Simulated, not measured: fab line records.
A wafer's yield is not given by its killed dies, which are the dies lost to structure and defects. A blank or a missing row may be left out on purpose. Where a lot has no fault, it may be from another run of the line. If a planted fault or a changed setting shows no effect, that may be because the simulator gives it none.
fab line records	flow n5-finfet
record: lots: 6	wafers: 18	last-day: 17
route steps=1938 shown BEOL_M7@1269
lots that met no fault: from a run of the same line without faults
start-h: hours from the record's opening day to when the first of the lot's shown wafers began	wait-h: time in hours since the lot's previous step	" same as the row above	L1.1+2: a row that stands for several wafers	- value missing, or start not given	* or withheld: withheld	< > ~ a bound
route shown NAME@n: NAME is a module with steps in the file, n the number in the route of the first one	usual: the fault-free wafers' mean and standard deviation	same: alike in all rows	chamber/n: place in a boat	sites: readings site by site	_std_site: the values' standard deviation	_edge_site: the outer-site mean with the inner-site mean subtracted	radius-mm: for every site, how far away it sits from the centre of the wafer	mask NAME#n: copy n	behind: the last tool/chamber to shape the wafer	hold: why the lot was held/for how many hours/how that ended	device: whichever transistor did not switch (one of n, p or np)	end of line: the route-end tests of the same wafers	where a step has no rows: the recipe by itself	killed: dies that structure and defects cost at the first sort, which is not the same as the wafer's yield	map: a wafer's dies, x killed, . not, _ none there
set.NAME: the run value of the setting; set.NAME@STEP: its run value at that earlier step	model.NAME: the simulator's own value behind a step, which no gauge read
lots at some steps of the route; a table a step, a row a wafer
services: from which hour (start-h, from the record's first day; less than 0 if before it) a tool's chamber was out of use, for how many hours, and why
== steps ==
step: N5_BEOL_M7_COAT_60
recipe: resist: SiARC	temp-c: 220	time-s: 60	spin-rpm: 1500	resist-thk-nm: 35
step: N5_BEOL_M7_COAT_05
recipe: resist: CAR-ArF	spin-rpm: 1500	resist-thk-nm: 90
step: N5_BEOL_M7_EBR_07
recipe: solvent: PGMEA	ebr-width-mm: 1.5
step: N5_BEOL_M7_SOFTBAKE_06
recipe: temp-c: 110	time-s: 60	resist: CAR-ArF
step: N5_BEOL_M7_EXPOSE_08
recipe: mask-id: M7	na: 1.35	source-shape: dipole	sigma-inner: 0.817	sigma-outer: 0.97	polarization: te	dose-mj: 68.25
step: N5_BEOL_M7_PEB_09
recipe: peb-temp-c: withheld	peb-time-s: 60	resist: CAR-ArF
step: N5_BEOL_M7_DEVELOP_10
recipe: develop-time-s: 30	developer: TMAH	resist: CAR-ArF	rinse-liquid: diw	dry: air-spin	dev-temp-c: 23
step: N5_BEOL_M7_CD_MEAS_11
recipe: target-cd-nm: 38.5	landing-energy-ev: 500	detector: se-inlens	polarity: opening
usual: cd-nm: 38.3/0.55
lot.wafer	tool	chamber	start-h	wait-h	cd-nm
L979.4	cd-sem-01	0	188.11	-	37.9
L979.5	"	0	"	"	39.0
L979.6	"	0	"	"	38.7
L981.1	cd-sem-03	0	204.62	-	38.5
L981.3	"	0	"	"	38.0
L981.4	"	0	"	"	38.3
L982.3	cd-sem-02	0	204.80	-	38.0
L982.4	"	0	"	"	38.1
L982.6	"	0	"	"	37.4
L991.1	cd-sem-01	0	250.70	-	38.9
L991.5	"	0	"	"	37.7
L991.6	"	0	"	"	38.2
L995.1	cd-sem-03	0	290.69	-	38.0
L995.3	"	0	"	"	39.0
L995.5	"	0	"	"	38.1
L101.4	cd-sem-01	0	324.19	-	39.0
L101.5	"	0	"	"	38.7
L101.6	"	0	"	"	38.6
step: N5_BEOL_M7_OVL_MEAS_12
recipe: points-per-wafer: 44
usual: M7_OVL: -0.1/0.74
lot.wafer	tool	chamber	start-h	wait-h	M7_OVL[nm]
L979.4	overlay-02	0	188.14	0.0	0.2
L979.5	"	0	"	"	-0.1
L979.6	"	0	"	"	0.7
L981.1	overlay-01	0	204.65	0.0	-0.5
L981.3	"	0	"	"	-1.0
L981.4	"	0	"	"	-0.5
L982.3	overlay-02	0	204.83	0.0	-1.1
L982.4	"	0	"	"	-0.2
L982.6	"	0	"	"	0.2
L991.1	overlay-02	0	250.74	0.0	1.2
L991.5	"	0	"	"	0.3
L991.6	"	0	"	"	0.8
L995.1	overlay-02	0	290.72	0.0	1.3
L995.3	"	0	"	"	0.5
L995.5	"	0	"	"	0.8
L101.4	overlay-02	0	324.22	0.0	-0.6
L101.5	"	0	"	"	-0.6
L101.6	"	0	"	"	0.3
step: N5_BEOL_M7_INSPECT_13
recipe: mode: adi	inspect-instrument: brightfield
usual: raw-defect-count: 428/90
lot.wafer	tool	chamber	start-h	wait-h	raw-defect-count
L979.4	defect-inspect-01	-	188.16	0.0	536
L979.5	"	-	"	"	541
L979.6	"	-	"	"	407
L981.1	defect-inspect-02	-	204.67	0.0	472
L981.3	"	-	"	"	467
L981.4	"	-	"	"	506
L982.3	defect-inspect-01	-	204.86	0.0	405
L982.4	"	-	"	"	414
L982.6	"	-	"	"	373
L991.1	defect-inspect-01	-	250.76	0.0	576
L991.5	"	-	"	"	452
L991.6	"	-	"	"	387
L995.1	defect-inspect-02	-	290.75	0.0	371
L995.3	"	-	"	"	339
L995.5	"	-	"	"	335
L101.4	defect-inspect-01	-	324.25	0.0	549
L101.5	"	-	"	"	477
L101.6	"	-	"	"	447
step: N5_BEOL_M7_DESCUM_16
recipe: chemistry: O2	time-s: 7.9	source-power-w: 50	bias-power-w: 20	pressure-mtorr: 20	rf-frequency-hz: 2.712e+07	temp-c: 40	resist: CAR-ArF	o2-flow-sccm: 225
usual: drypump-motor-current-A: 5.72/0.28	oes-product-au: 0.76/0.074	rf-vpp-V: 243.2/1.3	showerhead-plenum-p-Torr: 2.10/0.069	throttle-valve-pct: 20.54/0.19
lot.wafer	tool	chamber	start-h	wait-h	drypump-motor-current-A	oes-product-au	rf-hours-counter-h	rf-vpp-V	showerhead-plenum-p-Torr	throttle-valve-pct
L979.4	rie-diel-06	2	188.19	0.0	5.52	0.69	211	242.3	2.08	20.46
L979.5	"	2	"	"	5.52	0.70	-	244.2	2.08	20.45
L979.6	"	3	"	"	5.77	0.91	-	244.5	2.14	20.68
L981.1	rie-diel-06	1	204.71	0.0	5.92	0.73	178	244.2	2.19	20.61
L981.3	"	2	"	"	5.51	0.69	215	241.8	2.08	20.46
L981.4	"	0	"	"	5.83	0.71	159	241.8	2.09	20.70
L982.3	rie-diel-06	3	204.96	0.1	5.80	0.87	44	244.4	2.14	20.70
L982.4	"	0	"	"	5.85	0.72	159	243.3	2.09	20.72
L982.6	"	1	"	"	5.92	0.71	-	245.7	2.19	20.63
L991.1	rie-diel-06	3	251.89	1.1	5.81	0.88	59	241.2	2.13	20.72
L991.5	"	0	"	"	5.82	0.72	-	243.4	2.08	20.74
L991.6	"	3	"	"	5.80	0.87	-	243.3	2.13	20.73
L995.1	rie-diel-06	0	290.78	0.0	5.83	0.70	182	241.8	2.08	20.74
L995.3	"	3	"	"	5.79	0.86	70	243.2	2.13	20.73
L995.5	"	3	"	"	5.77	0.86	-	242.5	2.13	20.75
L101.4	rie-diel-03	2	324.28	0.0	5.52	0.83	40	244.4	2.23	20.40
L101.5	"	2	"	"	5.51	0.85	-	244.7	2.24	20.40
L101.6	"	3	"	"	5.24	0.71	-	242.5	2.06	20.51
step: N5_BEOL_M7_ETCH_61
recipe: chemistry: CF4	target: SiARC	target-depth-a: 455	mask-material: CAR-ArF	time-s: 75.8	ion-energy-ev: 80	pressure-mtorr: 40	source-w: 545	bias-w: 36	Ar_flow_sccm: 100	cf4-flow-sccm: 100	ends: cleared
usual: bias-w: 36.01/0.12	cf4-flow-sccm: 100.01/0.29	drypump-motor-current-A: 5.71/0.28	etch-rf-on-time-s: 75.2/2	oes-product-au: 0.65/0.063	rf-vpp-V: 184.2/1.1	showerhead-plenum-p-Torr: 2.15/0.062	throttle-valve-pct: 15.73/0.16
lot.wafer	tool	chamber	start-h	wait-h	bias-w	cf4-flow-sccm	drypump-motor-current-A	etch-rf-on-time-s	oes-product-au	rf-hours-counter-h	rf-vpp-V	showerhead-plenum-p-Torr	throttle-valve-pct
L979.4	rie-diel-06	2	188.23	0.0	35.92	99.88	5.52	78.4	0.59	211	183.7	2.12	15.58
L979.5	"	2	"	"	35.96	99.87	5.52	78.9	0.58	-	184.0	2.12	15.57
L979.6	"	3	"	"	35.90	100.27	5.77	74.7	0.77	-	185.0	2.17	15.68
L981.1	rie-diel-06	1	204.74	0.0	35.92	99.99	5.92	78.1	0.62	178	183.5	2.23	15.78
L981.3	"	2	"	"	35.94	99.99	5.53	78.8	0.58	215	183.0	2.12	15.59
L981.4	"	0	"	"	35.93	100.10	5.81	75.5	0.62	159	182.5	2.15	15.89
L982.3	rie-diel-06	3	205.00	0.0	36.07	99.79	5.77	74.3	0.77	44	183.9	2.17	15.69
L982.4	"	0	"	"	36.18	99.90	5.80	75.5	0.62	159	185.1	2.15	15.91
L982.6	"	1	"	"	35.92	100.23	5.90	77.5	0.63	-	185.9	2.23	15.77
L991.1	rie-diel-06	3	251.93	0.0	36.09	99.51	5.79	74.8	0.75	59	184.1	2.17	15.71
L991.5	"	0	"	"	35.97	99.86	5.83	75.3	0.62	-	183.8	2.14	15.92
L991.6	"	3	"	"	36.14	99.80	5.78	74.8	0.74	-	184.1	2.17	15.72
L995.1	rie-diel-06	0	290.82	0.0	36.04	99.94	5.83	75.0	0.62	182	182.8	2.14	15.95
L995.3	"	3	"	"	36.22	99.58	5.77	74.9	0.73	70	184.3	2.16	15.74
L995.5	"	3	"	"	35.91	99.92	5.77	75.0	0.73	-	184.8	2.16	15.74
L101.4	rie-diel-03	2	324.31	0.0	36.03	99.63	5.54	75.3	0.73	40	185.0	2.27	15.51
L101.5	"	2	"	"	36.10	99.95	5.59	74.6	0.74	-	186.5	2.27	15.48
L101.6	"	3	"	"	36.09	100.10	5.24	74.3	0.61	-	184.4	2.13	15.81
step: N5_BEOL_M7_ETCH_62
recipe: chemistry: N2/H2	target: SOC	target-depth-a: 1100	overetch-a: 220	mask-material: SiARC	temp-c: 40	time-s: 165	ion-energy-ev: 200	pressure-mtorr: 30	source-w: 840	bias-w: 150	n2-flow-sccm: 200	h2-flow-sccm: 200
usual: bias-w: 150.1/0.52	chamber-pressure-mTorr: 30.003/0.028	drypump-motor-current-A: 5.72/0.28	oes-product-au: 0.64/0.06	rf-vpp-V: 524.1/2.4	showerhead-plenum-p-Torr: 2.55/0.082	throttle-valve-pct: 17.95/0.17
lot.wafer	tool	chamber	start-h	wait-h	bias-w	chamber-pressure-mTorr	drypump-motor-current-A	oes-product-au	rf-hours-counter-h	rf-vpp-V	showerhead-plenum-p-Torr	throttle-valve-pct	model.CAR-ArF_of_BEOL_M7_COAT_05.thk-nm	model.SiARC_of_BEOL_M7_COAT_60.thk-nm
L979.4	rie-diel-06	2	188.28	0.0	151.1	30.006	5.53	0.59	211	523.2	2.53	17.89	0	28.8
L979.5	"	2	"	"	150.5	30.009	5.55	0.59	-	523.1	2.53	17.90	0	28.6
L979.6	"	3	"	"	149.9	30.025	5.81	0.76	-	525.5	2.59	17.97	0	28.4
L981.1	rie-diel-06	1	204.80	0.0	-	-	-	-	-	-	-	-	51.2	35
L981.3	"	2	"	"	-	-	-	-	-	-	-	-	51	35
L981.4	"	0	"	"	-	-	-	-	-	-	-	-	51	35
L982.3	rie-diel-06	3	205.05	0.0	-	-	-	-	-	-	-	-	50.8	35
L982.4	"	0	"	"	-	-	-	-	-	-	-	-	50.8	35
L982.6	"	1	"	"	-	-	-	-	-	-	-	-	51	35
L991.1	rie-diel-06	3	251.99	0.0	150.3	30.041	5.81	0.73	59	525.0	2.58	18.02	0	28.4
L991.5	"	0	"	"	150.6	29.957	5.84	0.61	-	522.5	2.51	18.04	0	28.4
L991.6	"	3	"	"	149.7	29.983	5.79	0.73	-	524.9	2.58	18.00	0	28.2
L995.1	rie-diel-06	0	290.87	0.0	150.4	30.050	5.85	0.60	182	522.7	2.51	18.05	0	28.6
L995.3	"	3	"	"	149.7	30.002	5.76	0.73	70	524.7	2.58	18.02	0	28.4
L995.5	"	3	"	"	149.3	29.986	5.76	0.72	-	525.1	2.58	18.02	0	28.4
L101.4	rie-diel-03	2	324.37	0.0	149.7	30.000	5.52	0.72	41	529.6	2.70	17.70	0	28.4
L101.5	"	2	"	"	149.8	30.024	5.54	0.72	-	528.2	2.70	17.68	0	28.2
L101.6	"	3	"	"	149.5	29.986	5.27	0.60	-	523.4	2.51	18.09	0	28.4
step: N5_BEOL_M7_STRIP_68
recipe: chemistry: N2/H2	temp-c: 40	n2-flow-sccm: 200	h2-flow-sccm: 200	rf-frequency-hz: 6e+07
step: N5_BEOL_M7_STRIP_67
recipe: chemistry: CF4	resist: SiARC	power-w: 300	bias-power-w: 75	pressure-mtorr: 50	cf4-flow-sccm: 150	rf-frequency-hz: 6e+07
usual: drypump-motor-current-A: 5.72/0.28	oes-product-au: 0.76/0.07	rf-vpp-V: 271.3/1.5	showerhead-plenum-p-Torr: 1.81/0.05	throttle-valve-pct: 13.72/0.17
lot.wafer	tool	chamber	start-h	wait-h	drypump-motor-current-A	oes-product-au	rf-hours-counter-h	rf-vpp-V	showerhead-plenum-p-Torr	throttle-valve-pct
L979.4	rie-diel-06	2	188.43	0.0	5.54	0.70	211	271.3	1.78	13.60
L979.5	"	2	"	"	5.54	0.70	-	270.4	1.78	13.62
L979.6	"	3	"	"	5.77	0.89	-	272.3	1.81	13.59
L981.1	rie-diel-06	1	204.94	0.0	5.92	0.74	178	273.3	1.87	13.77
L981.3	"	2	"	"	5.53	0.70	215	271.9	1.78	13.61
L981.4	"	0	"	"	5.82	0.73	159	272.1	1.81	13.89
L982.3	rie-diel-06	3	205.20	0.0	5.81	0.88	44	272.5	1.81	13.60
L982.4	"	0	"	"	5.81	0.73	159	271.7	1.81	13.87
L982.6	"	1	"	"	5.90	0.74	-	272.7	1.87	13.80
L991.1	rie-diel-06	3	252.13	0.0	5.78	0.86	59	271.1	1.81	13.65
L991.5	"	0	"	"	5.84	0.72	-	268.4	1.81	13.93
L991.6	"	3	"	"	5.76	0.86	-	272.5	1.81	13.65
L995.1	rie-diel-06	0	291.02	0.0	5.82	0.71	182	270.6	1.80	13.94
L995.3	"	3	"	"	5.81	0.86	70	271.3	1.81	13.65
L995.5	"	3	"	"	5.80	0.85	-	270.9	1.81	13.66
L101.4	rie-diel-03	2	324.51	0.0	5.54	0.84	41	274.6	1.90	13.42
L101.5	"	2	"	"	5.55	0.85	-	273.1	1.90	13.44
L101.6	"	3	"	"	5.22	0.70	-	270.4	1.78	13.81
step: N5_BEOL_M7_HM_OPEN_17
recipe: chemistry: Cl2/BCl3	target-depth-a: 200	overetch-a: 60	target: TiN	mask-material: SOC	ion-energy-ev: 150	pressure-mtorr: 10	icp-w: 1000	bias-w: 126	Cl2_flow_sccm: 53.25	bcl3-flow-sccm: 21.75	Ar_flow_sccm: 25
usual: drypump-motor-current-A: 5.47/0.23	oes_ar_750_au: 0.79/0.095	oes-product-au: 0.68/0.07	throttle-valve-pct: 22.32/0.25
lot.wafer	tool	chamber	start-h	wait-h	drypump-motor-current-A	oes_ar_750_au	oes-product-au	rf-hours-counter-h	throttle-valve-pct
L979.4	rie-metal-03	1	188.50	0.1	5.85	0.93	0.78	-	22.38
L979.5	"	0	"	"	5.42	0.81	0.69	-	22.21
L979.6	"	1	"	"	5.85	0.93	0.78	-	22.38
L981.1	rie-metal-01	1	204.98	0.0	5.33	0.83	0.32	21	22.54
L981.3	"	1	"	"	5.34	0.83	0.31	-	22.53
L981.4	"	0	"	"	5.50	0.67	0.25	-	23.28
L982.3	rie-metal-03	1	205.27	0.1	5.84	0.92	0.34	-	23.05
L982.4	"	0	"	"	5.44	0.81	0.30	-	22.90
L982.6	"	1	"	"	5.85	0.93	0.34	-	23.04
L991.1	rie-metal-01	0	252.17	0.0	5.43	0.66	0.57	95	22.65
L991.5	"	0	"	"	5.46	0.66	0.57	-	22.63
L991.6	"	1	"	"	5.34	0.82	0.70	-	21.89
L995.1	rie-metal-02	0	291.06	0.0	5.66	0.69	0.63	51	22.37
L995.3	"	0	"	"	5.66	0.70	0.63	-	22.37
L995.5	"	1	"	"	5.07	0.89	0.75	-	22.50
L101.4	rie-metal-02	0	324.59	0.1	5.66	0.68	0.61	-	22.38
L101.5	"	0	"	"	5.63	0.68	0.62	-	22.38
L101.6	"	1	"	"	5.05	0.89	0.72	-	22.52
step: N5_BEOL_M7_STRIP_19
recipe: chemistry: O2	power-w: 400	temp-c: 40	pressure-mtorr: 30	rf-frequency-hz: 6e+07	bias-power-w: 0	overash-fraction: 0.2	o2-flow-sccm: 225
usual: drypump-motor-current-A: 5.72/0.28	oes-product-au: 0.75/0.073	rf-vpp-V: 3.6/0.61	showerhead-plenum-p-Torr: 2.10/0.074	throttle-valve-pct: 16.75/0.19
lot.wafer	tool	chamber	start-h	wait-h	drypump-motor-current-A	oes-product-au	rf-hours-counter-h	rf-vpp-V	showerhead-plenum-p-Torr	throttle-valve-pct
L979.4	rie-diel-06	0	188.58	0.1	5.81	0.73	154	3.7	2.09	16.90
L979.5	"	1	"	"	5.90	0.72	-	3.3	2.20	16.88
L979.6	"	2	"	"	5.52	0.70	-	5.7	2.09	16.68
L981.1	rie-diel-05	2	205.17	0.2	5.58	0.85	62	2.8	2.12	16.48
L981.3	"	1	"	"	5.73	0.73	168	3.4	2.08	16.35
L981.4	"	0	"	"	5.82	0.76	153	4.0	2.01	16.94
L982.3	rie-diel-03	1	205.43	0.1	6.23	0.69	198	4.9	2.00	16.92
L982.4	"	0	"	"	5.44	0.71	206	2.7	2.06	16.75
L982.6	"	2	"	"	5.51	0.90	-	3.7	2.25	16.56
L991.1	rie-diel-06	1	252.38	0.2	5.93	0.70	193	3.8	2.19	16.91
L991.5	"	0	"	"	5.82	0.71	-	4.3	2.09	16.93
L991.6	"	3	"	"	5.77	0.87	-	3.5	2.14	16.89
L995.1	rie-diel-06	1	291.26	0.2	5.93	0.70	205	4.0	2.18	16.92
L995.3	"	0	"	"	5.82	0.71	182	3.8	2.09	16.96
L995.5	"	2	"	"	5.52	0.68	-	3.9	2.08	16.73
L101.4	rie-diel-03	1	324.67	0.1	6.25	0.68	239	2.9	1.99	16.99
L101.5	"	3	"	"	5.23	0.71	-	3.6	2.06	16.76
L101.6	"	2	"	"	5.53	0.84	-	3.6	2.24	16.60
step: N5_BEOL_M7_CD_MEAS_18
recipe: pitch-nm: 80	target-cd-nm: 40
usual: cd-nm: 39.8/0.59
lot.wafer	tool	chamber	start-h	wait-h	cd-nm
L979.4	cd-sem-03	-	188.66	0.1	39.1
L979.5	"	-	"	"	40.2
L979.6	"	-	"	"	40.4
L981.1	cd-sem-02	-	205.24	0.0	-
L981.3	"	-	"	"	-
L981.4	"	-	"	"	-
L982.3	cd-sem-01	-	205.50	0.1	-
L982.4	"	-	"	"	-
L982.6	"	-	"	"	-
L991.1	cd-sem-01	-	252.45	0.0	40.3
L991.5	"	-	"	"	39.0
L991.6	"	-	"	"	39.7
L995.1	cd-sem-02	-	291.33	0.0	39.6
L995.3	"	-	"	"	41.3
L995.5	"	-	"	"	40.5
L101.4	cd-sem-01	-	324.74	0.1	40.3
L101.5	"	-	"	"	40.3
L101.6	"	-	"	"	39.7
step: N5_BEOL_M7_COAT_63
recipe: resist: SOC	temp-c: 250	time-s: 60	spin-rpm: 1500	resist-thk-nm: 60
== services ==
tool	chamber	start-h	hours	kind
rie-diel-03	2	214.25	38.8	repair
rie-diel-06	0	270.40	9.1	repair
rie-diel-05	2	270.47	12.0	repair
rie-metal-03	-	272.56	2.8	pm
rie-diel-05	3	312.55	6.6	repair
rie-diel-06	2	316.25	-	clean
rie-diel-06	2	316.25	-	consumable-replace:focus-ring
rie-diel-06	2	316.25	14.1	scheduled-down
rie-diel-06	2	316.25	14.1	vent-cycle
rie-diel-05	2	317.23	1.2	repair
== key ==
first-sign: step: N5_BEOL_M7_ETCH_62	reading: tool-record	direction: missing
effect: step: N5_BEOL_M7_HM_OPEN_17	reading: oes-product-au	direction: down	sigmas: 5.2	usual: 0.68	struck: 0.31
effect: step: N5_BEOL_M7_CD_MEAS_18	reading: cd-nm	direction: missing
model-effect: step: N5_BEOL_M7_ETCH_62	value: CAR-ArF_of_BEOL_M7_COAT_05.thk-nm	without: 0	struck: 50.97
met-at N5_BEOL_M7_ETCH_62
struck-wafers L981.1,L981.3,L981.4,L982.3,L982.4,L982.6
later-rows-left-out L981.1,L981.3,L981.4,L982.3,L982.4,L982.6
sort-left-out L981.1,L981.3,L981.4,L982.3,L982.4,L982.6
onset-between 188.28 204.80
fault: kind: skipped-step-whole	tool: rie-diel-06	chamber: -	onset-h: 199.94	steps: N5_BEOL_M7_ETCH_62	scope: struck-lots-only
sort-left-out: the simulated sort isn't trusted on such a fault, so these wafers' sort isn't shown, and their yield isn't known
later-rows-left-out: the simulator's readings of these wafers behind a module that went badly wrong aren't trusted and aren't shown, but for the sort
